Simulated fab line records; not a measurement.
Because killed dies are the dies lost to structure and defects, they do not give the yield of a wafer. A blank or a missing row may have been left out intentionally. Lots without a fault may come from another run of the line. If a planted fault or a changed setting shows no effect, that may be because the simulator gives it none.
Code-filled problem report in 8D (eight disciplines) form | flow n5 finfet | the parts of the form that need people (team, actions taken, sign-off) are left out

1. THE ISSUE
Mean of spin speed rpm at N5_BEOL_M1_COAT_61: 1021.5 rpm across 6 wafers in 2 lots; on wafers with no fault it is 1500.2 rpm (standard deviation 0.94). So: -99 or more standard deviations from the usual mean.
The step: time 60 s, resist thk 60 nm.
First seen on wafer L672.2, day 9 02:26, on litho track-05. The record has a number at this step for 30 wafers belonging to 10 lots. The rule behind "out" and "out of limits": a value lying over 4 standard deviations away from the usual mean. The other wafers with a number count as sound.

2. WHAT IT IS; WHAT IT IS NOT
question                    | is                     | is not
which readings at this step | spin speed rpm         | -
which lots                  | L672, L674             | L660, L663, L665, L669, L673, L681, L682, L683
which wafers of those lots  | all that have a number | -
read on which tools         | litho track-05         | litho track-03, litho track-04
when                        | from day 9 02:26       | up to then (12 sound wafers); but 12 sound wafers of L673, L681, L682, L683 came after

3. SUSPECTS, AND WHAT RULES EACH OUT
Counting: any tool at a process step up to the reading is kept as a suspect provided that every lot that is out went through it and no sound lot did after the first of them.
- pecvd-04 at N5_BEOL_M1_ILD_DEP_00 (deposits SiOC from DEMS/O2, target thk 79 nm, time 15.3 s): ruled out as a lasting fault. Following L672 (day 9 01:36), the first lot on it that is out, the sound lots L673, L683 were run on it.
- litho track-05 at N5_BEOL_M1_COAT_61 (time 60 s, resist thk 60 nm): kept. It processed each lot that is out, first L672 at day 9 02:26, and no sound lot thereafter; up to then, the last sound lot it processed was L669 at day 8 09:27. Its own spin speed rpm readings are out on those wafers.
After counting, what remains is litho track-05 at N5_BEOL_M1_COAT_61.

4. THE CAUSE (what the simulator had put in)
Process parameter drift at N5_BEOL_M1_COAT_61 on litho track-05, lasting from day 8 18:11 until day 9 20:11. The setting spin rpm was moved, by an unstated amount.
This tool alone remained once counting was done.

5. THE CHAIN OF EFFECTS, in route order
Each row: a reading whose mean over the struck wafers that have a number lies more than 3 standard deviations from the usual. Only readings whose record carries a usual standard deviation are examined. hours: median over the lots of the time between each lot's start at the first step of this table that gives one and its start at this step. sigmas: the change, counted in usual standard deviations.
hours | step               | reading        | usual      | on struck wafers | change | sigmas
0     | N5_BEOL_M1_COAT_61 | spin speed rpm | 1500.2 rpm | 1021.5           | -478.7 | -99 or more
Its process steps:
- N5_BEOL_M1_COAT_61: time 60 s, resist thk 60 nm.
Later measuring or inspecting steps at which every struck wafer that the step has a row for has a number for every such reading, and none has moved that far: N5_BEOL_M4_RC_MEAS_101.

6. WHAT WOULD HAVE CAUGHT IT SOONER
In this record no reading fell out of limits until day 9 02:26, 8 hours after the fault had begun at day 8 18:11.
